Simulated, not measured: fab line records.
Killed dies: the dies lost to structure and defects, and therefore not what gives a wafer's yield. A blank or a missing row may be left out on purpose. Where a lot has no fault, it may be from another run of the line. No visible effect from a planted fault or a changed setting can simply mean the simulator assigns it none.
fab line records + flow nandHarc
record:
- lots: 7
- wafers: 21
- lastDay: 33
route steps=1302 shown A_STAIRCASE@831 END@1302
lots that met no fault: taken from a fault-free run of the same line
startH: hours from the record's opening day to when the first of the lot's shown wafers began + waitH: hours from the lot's prior step to this one + " unchanged from the row above + L1.1+2: several wafers, shown together as one row + - no value present, or no start provided + * or withheld: withheld + < > ~ a bound
route shown NAME@n: a module of which the file shows steps, and the number in the route of the first + usual: mean/standard deviation of fault-free wafers + same: alike in all rows + chamber/n: place in a boat + sites: per-site readings + _std_site: their standard deviation + _edge_site: mean of outer sites minus mean of inner sites + radiusMm: for every site, how far away it sits from the centre of the wafer + mask NAME#n: copy n + behind: the most recent tool/chamber to have shaped the wafer + hold: reason for holding the lot/hours on hold/outcome of the hold + device: whichever transistor did not switch (one of n, p or np) + end of line: the tests these same wafers got at the end of their route + where a step has no rows: the recipe by itself + killed: at the first sort, the dies lost to defects and structure; wafer yield is something else + map: shows each die of a wafer: x if killed, . if not, _ if none is there
set.NAME: the run value of the setting; set.NAME@STEP: its run value at that earlier step + model.NAME: the simulator's own value behind a step, which no gauge read
lots at some steps of the route; a table a step, a row a wafer
services: the hour from which a tool's chamber was out of use, counted from the record's first day as startH (under 0 if before that day), plus the number of hours and why
== steps ==
step: NHARC_A_STAIRCASE_ETCH_313
recipe:
- cf4FlowSccm: 100
- chf3FlowSccm: 30
- arFlowSccm: 0
- rfW: 500
- biasW: 200
- chemistry: CF4/CHF3
usual:
- drypumpMotorCurrentA: 5.6/0.42
- oesProductAu: 0.929/0.013
- rfVppV: 370.8/2.7
- showerheadPlenumPTorr: 1.58/0.076
- throttleValvePct: 16.802/0.0082
| lot.wafer | tool       | chamber | startH | waitH | drypumpMotorCurrentA | oesProductAu | rfHoursCounterH | rfVppV | showerheadPlenumPTorr | throttleValvePct |
|-----------|------------|---------|--------|-------|----------------------|--------------|-----------------|--------|-----------------------|------------------|
| L585.3    | rieDiel-05 | 3       | 401.56 | 0.1   | 5.2                  | 0.947        | 56              | 372.5  | 1.62                  | 16.802           |
| L585.4    | "          | 1       | "      | "     | 5.3                  | 0.928        | 54              | 366.8  | 1.50                  | 16.804           |
| L585.6    | "          | 3       | "      | "     | 5.2                  | 0.940        | -               | 373.3  | 1.62                  | 16.796           |
| L594.3    | rieDiel-05 | 2       | 487.77 | 0.1   | 6.4                  | 0.910        | 25              | 366.2  | 1.46                  | 16.813           |
| L594.4    | "          | 3       | "      | "     | 5.2                  | 0.920        | 19              | 370.8  | 1.61                  | 16.802           |
| L594.5    | "          | 2       | "      | "     | 6.5                  | 0.908        | -               | 367.2  | 1.46                  | 16.798           |
| L596.3    | rieDiel-05 | 2       | 502.64 | 0.1   | 6.5                  | 0.914        | 29              | 365.9  | 1.46                  | 16.814           |
| L596.4    | "          | 3       | "      | "     | 5.2                  | 0.937        | 23              | 373.5  | 1.61                  | 16.796           |
| L596.6    | "          | 0       | "      | "     | 5.6                  | 0.933        | -               | 374.8  | 1.68                  | 16.798           |
| L597.4    | rieDiel-01 | 3       | 520.19 | 0.1   | 5.1                  | 0.948        | 39              | 371.5  | 1.55                  | 16.798           |
| L597.2    | "          | 0       | "      | "     | 5.4                  | 0.939        | 41              | 370.2  | 1.57                  | 16.820           |
| L597.5    | "          | 2       | "      | "     | 6.0                  | 0.934        | -               | 373.8  | 1.66                  | 16.800           |
| L599.3    | rieDiel-01 | 1       | 532.48 | 0.1   | 6.2                  | 0.920        | 40              | 370.7  | 1.66                  | 16.802           |
| L599.4    | "          | 2       | "      | "     | 6.0                  | 0.937        | 45              | 374.3  | 1.66                  | 16.797           |
| L599.1    | "          | 3       | "      | "     | 5.1                  | 0.931        | 43              | 370.9  | 1.55                  | 16.794           |
| L598.1    | rieDiel-01 | 0       | 532.57 | 0.1   | 5.4                  | 0.932        | 47              | 371.1  | 1.57                  | 16.795           |
| L598.4    | "          | 2       | "      | "     | 6.0                  | 0.932        | 45              | 372.9  | 1.66                  | 16.817           |
| L598.6    | "          | 0       | "      | "     | 5.4                  | 0.937        | -               | 370.9  | 1.57                  | 16.801           |
| L603.3    | rieDiel-05 | 1       | 593.42 | 0.1   | 5.3                  | 0.975        | 0               | 367.9  | 1.49                  | 16.796           |
| L603.2    | "          | 2       | "      | "     | 6.4                  | 0.955        | 0               | 374.0  | 1.70                  | 16.789           |
| L603.5    | "          | 0       | "      | "     | 5.5                  | 0.987        | -               | 373.6  | 1.67                  | 16.807           |
step: NHARC_A_STAIRCASE_HM_OPEN_463
recipe:
- o2FlowSccm: 400
- cosFlowSccm: 20
- arFlowSccm: 0
- rfW: 500
- biasW: 300
- chemistry: O2/COS
usual:
- drypumpMotorCurrentA: 5.6/0.43
- oesProductAu: 1.003/0.0097
- rfVppV: 467/3.4
- showerheadPlenumPTorr: 3.13/0.15
- throttleValvePct: 28.329/0.01
| lot.wafer | tool       | chamber | startH | waitH | drypumpMotorCurrentA | oesProductAu | rfHoursCounterH | rfVppV | showerheadPlenumPTorr | throttleValvePct |
|-----------|------------|---------|--------|-------|----------------------|--------------|-----------------|--------|-----------------------|------------------|
| L585.3    | rieDiel-05 | 1       | -      | -     | 5.3                  | 1.009        | 54              | 463    | 2.97                  | 28.333           |
| L585.4    | "          | 2       | "      | "     | 6.5                  | 0.990        | 58              | 463    | 2.92                  | 28.342           |
| L585.6    | "          | 2       | "      | "     | 6.4                  | 1.001        | -               | 462    | 2.92                  | 28.347           |
| L594.3    | rieDiel-05 | 0       | -      | -     | 5.6                  | 1.001        | 18              | 471    | 3.34                  | 28.318           |
| L594.4    | "          | 3       | "      | "     | 5.2                  | 1.009        | 20              | 468    | 3.20                  | 28.327           |
| L594.5    | "          | 1       | "      | "     | 5.3                  | 1.000        | -               | 464    | 2.96                  | 28.337           |
| L596.4    | rieDiel-05 | 2       | -      | -     | 6.5                  | 0.978        | 29              | 463    | 2.90                  | 28.328           |
| L596.3    | "          | 3       | "      | "     | 5.2                  | 0.993        | 23              | 470    | 3.20                  | 28.331           |
| L596.6    | "          | 1       | "      | "     | 5.3                  | 0.987        | -               | 465    | 2.96                  | 28.346           |
| L597.2    | rieDiel-01 | 2       | -      | -     | 6.0                  | 1.005        | 41              | 472    | 3.30                  | 28.326           |
| L597.4    | "          | 0       | "      | "     | 5.4                  | 1.010        | 41              | 468    | 3.12                  | 28.323           |
| L597.5    | "          | 3       | "      | "     | 5.1                  | 1.022        | -               | 466    | 3.07                  | 28.327           |
| L599.3    | rieDiel-01 | 1       | -      | -     | 6.2                  | 1.006        | 40              | 471    | 3.30                  | 28.335           |
| L599.4    | "          | 3       | "      | "     | 5.1                  | 1.015        | 43              | 466    | 3.07                  | 28.339           |
| L599.1    | "          | 0       | "      | "     | 5.4                  | 1.002        | 47              | 468    | 3.12                  | 28.320           |
| L598.4    | rieDiel-01 | 1       | -      | -     | 6.2                  | 0.999        | 40              | 472    | 3.30                  | 28.324           |
| L598.1    | "          | 2       | "      | "     | 6.0                  | 1.005        | 45              | 471    | 3.30                  | 28.305           |
| L598.6    | "          | 3       | "      | "     | 5.1                  | 1.013        | -               | 465    | 3.07                  | 28.327           |
| L603.2    | rieDiel-05 | 3       | -      | -     | 5.2                  | 1.011        | 0               | 468    | 3.18                  | 28.338           |
| L603.3    | "          | 0       | "      | "     | 5.6                  | 0.999        | 0               | 470    | 3.32                  | 28.352           |
| L603.5    | "          | 2       | "      | "     | 6.5                  | 0.988        | -               | 472    | 3.37                  | 28.334           |
step: NHARC_A_STAIRCASE_STRIP_464
recipe:
- o2FlowSccm: 400
- cosFlowSccm: 20
- arFlowSccm: 0
- biasW: 0
- chemistry: O2/COS
step: NHARC_A_STAIRCASE_ETCH_453
recipe:
- targetDepthA: 300
- overetchA: 30
- timeS: 16.5
- ionEnergyEv: 100
- cf4FlowSccm: 80
- o2FlowSccm: 20
- arFlowSccm: 0
- rfW: 300
- biasW: 100
- chemistry: CF4/O2
usual:
- drypumpMotorCurrentA: 5.6/0.41
- oesProductAu: 1.003/0.0087
- rfVppV: 198.0/1.5
- showerheadPlenumPTorr: 1.34/0.066
- throttleValvePct: 13.396/0.0095
| lot.wafer | tool       | chamber | startH | waitH | drypumpMotorCurrentA | oesProductAu | rfHoursCounterH | rfVppV | showerheadPlenumPTorr | throttleValvePct |
|-----------|------------|---------|--------|-------|----------------------|--------------|-----------------|--------|-----------------------|------------------|
| L585.4    | rieDiel-05 | 2       | -      | -     | 6.5                  | 0.995        | 58              | 194.3  | 1.24                  | 13.391           |
| L585.3    | "          | 3       | "      | "     | 5.2                  | 1.009        | 56              | 198.7  | 1.37                  | 13.378           |
| L585.6    | "          | 0       | "      | "     | 5.6                  | 1.004        | -               | 200.3  | 1.43                  | 13.402           |
| L594.3    | rieDiel-05 | 2       | -      | -     | 6.4                  | 0.991        | 25              | 197.3  | 1.24                  | 13.410           |
| L594.4    | "          | 3       | "      | "     | 5.2                  | 1.005        | 20              | 199.4  | 1.37                  | 13.392           |
| L594.5    | "          | 1       | "      | "     | 5.3                  | 1.007        | -               | 196.0  | 1.26                  | 13.419           |
| L596.3    | rieDiel-05 | 3       | -      | -     | 5.2                  | 0.999        | 23              | 199.3  | 1.37                  | 13.400           |
| L596.4    | "          | 1       | "      | "     | 5.3                  | 0.985        | 29              | 195.8  | 1.26                  | 13.393           |
| L596.6    | "          | 0       | "      | "     | 5.6                  | 1.002        | -               | 201.1  | 1.43                  | 13.392           |
| L597.2    | rieDiel-01 | 1       | -      | -     | 6.2                  | 0.999        | 34              | 201.0  | 1.41                  | 13.396           |
| L597.4    | "          | 3       | "      | "     | 5.1                  | 1.012        | 39              | 198.3  | 1.31                  | 13.403           |
| L597.5    | "          | 2       | "      | "     | 6.0                  | 1.002        | -               | 200.4  | 1.41                  | 13.385           |
| L599.3    | rieDiel-01 | 2       | -      | -     | 5.9                  | 0.999        | 45              | 197.9  | 1.41                  | 13.390           |
| L599.1    | "          | 3       | "      | "     | 5.0                  | 1.009        | 43              | 197.2  | 1.31                  | 13.390           |
| L599.4    | "          | 0       | "      | "     | 5.4                  | 1.011        | 47              | 196.9  | 1.33                  | 13.402           |
| L598.1    | rieDiel-01 | 0       | -      | -     | 5.4                  | 1.017        | 47              | 196.9  | 1.33                  | 13.404           |
| L598.4    | "          | 2       | "      | "     | 6.0                  | 1.002        | 46              | 200.5  | 1.41                  | 13.408           |
| L598.6    | "          | 3       | "      | "     | 5.1                  | 1.013        | -               | 198.2  | 1.31                  | 13.406           |
| L603.3    | rieDiel-05 | 2       | -      | -     | 6.5                  | 0.990        | 0               | 200.1  | 1.45                  | 13.392           |
| L603.2    | "          | 3       | "      | "     | 5.2                  | 1.012        | 0               | 198.3  | 1.36                  | 13.380           |
| L603.5    | "          | 2       | "      | "     | 6.4                  | 0.994        | -               | 199.1  | 1.45                  | 13.396           |
step: NHARC_A_STAIRCASE_ETCH_315
recipe:
- targetDepthA: 25000
- timeS: 607.1
- ionEnergyEv: 800
- c4f8FlowSccm: 80
- o2FlowSccm: 60
- arFlowSccm: withheld
- rfW: 600
- biasW: 3000
- chemistry: C4F8/O2/Ar
step: NHARC_A_STAIRCASE_STRIP_316
recipe:
- o2FlowSccm: 500
- arFlowSccm: 0
- biasW: 0
- chemistry: O2
step: NHARC_A_STAIRCASE_STRIP_317
recipe:
- timeS: 900
- tempC: 130
- chemistry: SPM
step: NHARC_A_STAIRCASE_PRECLEAN_318
recipe:
- timeS: *
- tempC: 50
- bathAgeMin: 0
- chemistry: SC1
step: NHARC_A_STAIRCASE_SRD_329
step: NHARC_A_STAIRCASE_ALD_415
recipe:
- targetThkA: 300
- pulseTimeS: 6
- aldCycles: 300
- tempC: 300
- material: SiO2
usual:
- heaterPowerW: 477/77
- precursorPulseHeightRel: 1.000/0.019
same:
- aldCycles: 300
| lot.wafer | tool     | chamber | startH | waitH | heaterPowerW | precursorPulseHeightRel | sinceWetCleanH |
|-----------|----------|---------|--------|-------|--------------|-------------------------|----------------|
| L585.3    | aldHk-03 | 0       | 403.62 | 0.3   | 414          | 0.975                   | 1              |
| L585.4    | "        | 2       | "      | "     | 668          | 1.000                   | 2              |
| L585.6    | "        | 3       | "      | "     | 446          | 0.937                   | -              |
| L594.3    | aldHk-03 | 0       | 490.40 | 0.5   | 412          | 0.995                   | 88             |
| L594.4    | "        | 3       | "      | "     | 458          | 1.003                   | 89             |
| L594.5    | "        | 1       | "      | "     | 436          | 0.979                   | -              |
| L596.4    | aldHk-01 | 2       | 505.33 | 0.1   | 577          | 0.972                   | 21             |
| L596.3    | "        | 1       | "      | "     | 439          | 0.988                   | 21             |
| L596.6    | "        | 3       | "      | "     | 408          | 1.008                   | -              |
| L597.4    | aldHk-01 | 2       | 522.17 | 0.3   | 596          | 1.008                   | 38             |
| L597.2    | "        | 3       | "      | "     | 421          | 1.001                   | 38             |
| L597.5    | "        | 1       | "      | "     | 448          | 0.991                   | -              |
| L599.1    | aldHk-01 | 3       | 534.52 | 0.1   | 429          | 1.000                   | 50             |
| L599.3    | "        | 0       | "      | "     | 418          | 0.969                   | 50             |
| L599.4    | "        | 1       | "      | "     | 433          | 1.000                   | 50             |
| L598.4    | aldHk-03 | 3       | 534.68 | 0.1   | 457          | 0.996                   | 132            |
| L598.1    | "        | 1       | "      | "     | 448          | 1.021                   | 133            |
| L598.6    | "        | 3       | "      | "     | 456          | 1.015                   | -              |
| L603.2    | aldHk-03 | 3       | 595.41 | 0.3   | 477          | 0.991                   | 15             |
| L603.3    | "        | 1       | "      | "     | 450          | 1.055                   | 16             |
| L603.5    | "        | 2       | "      | "     | 653          | 0.969                   | -              |
step: NHARC_A_STAIRCASE_ETCHBACK_416
recipe:
- targetDepthA: 360
- timeS: 7.2
- c4f8FlowSccm: withheld
- o2FlowSccm: 8
- arFlowSccm: withheld
- rfW: 600
- biasW: 800
- chemistry: C4F8/O2/Ar
step: NHARC_A_STAIRCASE_STRIP_476
recipe:
- timeS: 20
- o2FlowSccm: 500
- arFlowSccm: 0
- biasW: 0
- chemistry: O2
usual:
- biasW: 0/0
- chamberPressureMTorr: 60.00/0.053
- drypumpMotorCurrentA: 5.6/0.4
- oesProductAu: 1.002/0.0083
- rfVppV: 57.6/0.91
- showerheadPlenumPTorr: 3.52/0.16
- throttleValvePct: 17.036/0.0087
| lot.wafer | tool       | chamber | startH | waitH | biasW | chamberPressureMTorr | drypumpMotorCurrentA | oesProductAu | rfHoursCounterH | rfVppV | showerheadPlenumPTorr | throttleValvePct |
|-----------|------------|---------|--------|-------|-------|----------------------|----------------------|--------------|-----------------|--------|-----------------------|------------------|
| L585.4    | rieDiel-13 | 1       | 405.54 | 0.1   | 0     | 60.01                | 5.5                  | 1.004        | 21              | 56.6   | 3.42                  | 17.029           |
| L585.3    | "          | 0       | "      | "     | 0     | 59.94                | 5.3                  | 0.993        | 20              | 56.5   | 3.32                  | 17.046           |
| L585.6    | "          | 1       | "      | "     | 0     | 59.99                | 5.5                  | 0.998        | -               | 58.0   | 3.42                  | 17.031           |
| L594.3    | rieDiel-05 | 0       | 492.57 | 0.1   | 0     | 60.02                | 5.6                  | 1.016        | 20              | 58.1   | 3.77                  | 17.028           |
| L594.4    | "          | 1       | "      | "     | 0     | 59.89                | 5.3                  | 0.997        | 26              | 57.9   | 3.35                  | 17.047           |
| L594.5    | "          | 1       | "      | "     | 0     | 59.99                | 5.3                  | 1.004        | -               | 56.7   | 3.35                  | 17.033           |
| L596.4    | rieDiel-01 | 1       | 507.50 | 0.1   | -     | -                    | -                    | -            | -               | -      | -                     | -                |
| L596.3    | "          | 2       | "      | "     | -     | -                    | -                    | -            | -               | -      | -                     | -                |
| L596.6    | "          | 3       | "      | "     | -     | -                    | -                    | -            | -               | -      | -                     | -                |
| L597.2    | rieDiel-01 | 3       | 524.10 | 0.1   | -     | -                    | -                    | -            | -               | -      | -                     | -                |
| L597.4    | "          | 0       | "      | "     | -     | -                    | -                    | -            | -               | -      | -                     | -                |
| L597.5    | "          | 1       | "      | "     | -     | -                    | -                    | -            | -               | -      | -                     | -                |
| L599.3    | rieDiel-13 | 1       | 536.74 | 0.1   | -     | -                    | -                    | -            | -               | -      | -                     | -                |
| L599.1    | "          | 2       | "      | "     | -     | -                    | -                    | -            | -               | -      | -                     | -                |
| L599.4    | "          | 3       | "      | "     | -     | -                    | -                    | -            | -               | -      | -                     | -                |
| L598.4    | rieDiel-13 | 3       | 536.89 | 0.1   | 0     | 60.00                | 5.7                  | 1.020        | 3               | 56.4   | 3.44                  | 17.044           |
| L598.1    | "          | 2       | "      | "     | 0     | 60.04                | 5.6                  | 1.011        | 3               | 58.4   | 3.46                  | 17.020           |
| L598.6    | "          | 0       | "      | "     | 0     | 60.05                | 5.3                  | 1.005        | -               | 56.5   | 3.30                  | 17.030           |
| L603.3    | rieDiel-01 | 1       | 597.37 | 0.1   | 0     | 60.03                | 6.2                  | 1.005        | 10              | 57.8   | 3.71                  | 17.027           |
| L603.2    | "          | 2       | "      | "     | 0     | 60.11                | 6.0                  | 1.001        | 8               | 59.0   | 3.72                  | 17.039           |
| L603.5    | "          | 1       | "      | "     | 0     | 59.98                | 6.2                  | 1.004        | -               | 58.3   | 3.71                  | 17.035           |
step: NHARC_A_STAIRCASE_DEP_417
recipe:
- targetThkA: 600
- stepCoveragePct: 20
- tempC: 400
- targetThkNm: 60
- flowSccm: 200
- rfW: 450
- material: Si3N4
usual:
- heaterPowerW: 791/99
| lot.wafer | tool     | chamber | startH | waitH | heaterPowerW | sinceWetCleanH |
|-----------|----------|---------|--------|-------|--------------|----------------|
| L585.3    | pecvd-02 | 2       | 405.68 | -     | 989          | 166            |
| L585.4    | "        | 1       | "      | "     | 774          | -              |
| L585.6    | "        | 0       | "      | "     | 745          | -              |
| L594.3    | pecvd-04 | 0       | 492.75 | -     | 892          | 29             |
| L594.4    | "        | 1       | "      | "     | 838          | -              |
| L594.5    | "        | 0       | "      | "     | 880          | -              |
| L596.3    | pecvd-02 | 2       | 507.63 | 0.1   | 986          | 87             |
| L596.4    | "        | 1       | "      | "     | 756          | -              |
| L596.6    | "        | 2       | "      | "     | 987          | -              |
| L597.2    | pecvd-04 | 2       | 524.24 | 0.1   | 713          | 61             |
| L597.5    | "        | 2       | "      | "     | 686          | -              |
| L597.4    | "        | 0       | "      | "     | 801          | -              |
| L599.3    | pecvd-04 | 2       | 536.88 | 0.1   | 825          | 74             |
| L599.1    | "        | 0       | "      | "     | 855          | 74             |
| L599.4    | "        | 2       | "      | "     | 842          | -              |
| L598.1    | pecvd-04 | 2       | 537.15 | -     | 742          | 74             |
| L598.6    | "        | 2       | "      | "     | 747          | -              |
| L598.4    | "        | 0       | "      | "     | 824          | -              |
| L603.2    | pecvd-04 | 1       | 597.47 | -     | 843          | 134            |
| L603.3    | "        | 2       | "      | "     | 686          | 134            |
| L603.5    | "        | 2       | "      | "     | 675          | -              |
step: NHARC_END_SORT_01
recipe:
- tempC: 25
usual:
- killedAtArray: 59/24
- killedAtOther: 0.7/1.2
- killedAtPeriphery: 3.5/2.6
- killedDies: 63/24
- killedOpen: 3.2/2.1
- killedShort: 2.4/1.5
same:
- grossDies: 677
| lot.wafer | tool      | chamber | startH | waitH | killedAtArray | killedAtOther | killedAtPeriphery | killedDies | killedOpen | killedShort |
|-----------|-----------|---------|--------|-------|---------------|---------------|-------------------|------------|------------|-------------|
| L596.3    | prober-01 | 0       | 683.05 | 3.1   | 80            | 0             | 4                 | 84         | 2          | 2           |
| L596.4    | prober-01 | 0       | 683.86 | 3.4   | 83            | 0             | 3                 | 86         | 4          | 2           |
| L599.1    | prober-01 | 0       | 707.84 | 2.5   | 49            | 0             | 7                 | 56         | 2          | 4           |
| L599.4    | prober-01 | 0       | 710.27 | 3.4   | 53            | 0             | 3                 | 56         | 1          | 3           |
killed by level:class
L596.3 A_CHANNEL_HOLE_D1:chamberFilmFlake=37 A_SLIT:chamberFilmFlake=19 A_CHANNEL_HOLE_D2:chamberFilmFlake=13 P_STI:chamberFilmFlake=3 A_CONTACT:chamberFilmFlake=2 A_ONON_D1:geometricParticle:open=1 A_DECK1_JOINT:geometricParticle:short=1 A_WL_FILL:geometricParticle:short=1
L596.4 A_CHANNEL_HOLE_D1:chamberFilmFlake=33 A_SLIT:chamberFilmFlake=20 A_CHANNEL_HOLE_D2:chamberFilmFlake=15 A_CONTACT:chamberFilmFlake=4 P_STI:chamberFilmFlake=2 A_DECK1_JOINT:chamberFilmFlake=2 A_WL_FILL:chamberFilmFlake=2 P_CONTACT:geometricParticle:open=1
L599.1 A_CHANNEL_HOLE_D2:chamberFilmFlake=24 A_CONTACT:chamberFilmFlake=9 A_SLIT:chamberFilmFlake=4 A_CHANNEL_HOLE_D1:chamberFilmFlake=3 A_ONON_D1:geometricParticle:short=2 P_STI:chamberFilmFlake=2 P_GATE:chamberFilmFlake=2 P_M2:chamberFilmFlake=2
L599.4 A_CHANNEL_HOLE_D2:chamberFilmFlake=27 A_CONTACT:chamberFilmFlake=9 A_STAIRCASE:chamberFilmFlake=4 A_CHANNEL_HOLE_D1:chamberFilmFlake=3 A_SLIT:chamberFilmFlake=3 A_CHANNEL_HOLE_D1:geometricParticle:short=1 A_CHANNEL_FILL_D1:geometricParticle:short=1 A_CHANNEL_FILL_D2:geometricParticle:open=1
== services ==
| tool       | chamber | startH | hours | kind   |
|------------|---------|--------|-------|--------|
| rieDiel-01 | -       | 380.95 | 9.0   | pm     |
| rieDiel-05 | 0       | 386.57 | -     | clean  |
| rieDiel-05 | 1       | 386.57 | -     | clean  |
| rieDiel-05 | 2       | 386.57 | -     | clean  |
| aldHk-03   | -       | 392.64 | 10.0  | pm     |
| pecvd-04   | 0       | 401.05 | 19.2  | repair |
| pecvd-02   | -       | 406.45 | 1.0   | repair |
| rieDiel-05 | -       | 406.63 | 9.0   | pm     |
| pecvd-02   | -       | 408.01 | 13.0  | pm     |
| rieDiel-01 | -       | 431.97 | 0.4   | repair |
| rieDiel-13 | 2       | 445.07 | 16.4  | repair |
| pecvd-04   | -       | 450.35 | 13.0  | pm     |
| rieDiel-01 | 3       | 452.02 | 15.6  | repair |
| aldHk-01   | -       | 471.15 | 0.5   | repair |
| aldHk-01   | -       | 474.99 | 10.0  | pm     |
| pecvd-02   | -       | 477.80 | 1.5   | repair |
| rieDiel-13 | 0       | 499.96 | 6.0   | repair |
| rieDiel-05 | 3       | 519.22 | 5.4   | repair |
| rieDiel-13 | -       | 520.19 | 9.0   | pm     |
| rieDiel-01 | -       | 557.95 | 9.0   | pm     |
| aldHk-03   | -       | 570.64 | 10.0  | pm     |
| rieDiel-05 | -       | 583.68 | 9.0   | pm     |
| rieDiel-01 | 3       | 587.32 | 13.6  | repair |
| pecvd-02   | -       | 589.01 | 13.0  | pm     |
== key ==
firstSign:
- step: NHARC_A_STAIRCASE_STRIP_476
- reading: toolRecord
- direction: missing
effect none on later readings
metAt NHARC_A_STAIRCASE_STRIP_476
struckWafers L596.3,L596.4,L596.6,L597.2,L597.4,L597.5,L599.1,L599.3,L599.4
testerLeftOut L596,L597,L599
onsetBetween 405.54 507.50
fault:
- kind: skippedStepWhole
- tool: rieDiel-01,rieDiel-13
- chamber: -
- onsetH: 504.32
- steps: NHARC_A_STAIRCASE_STRIP_476
- scope: struckLotsOnly
testerLeftOut: of these lots the tester's yield and bins aren't shown, on N5 and GAA mostly nor the transistor test; their killed dies are dies lost to structure and defects alone, not to doping, threshold or leakage, so they don't give the yield
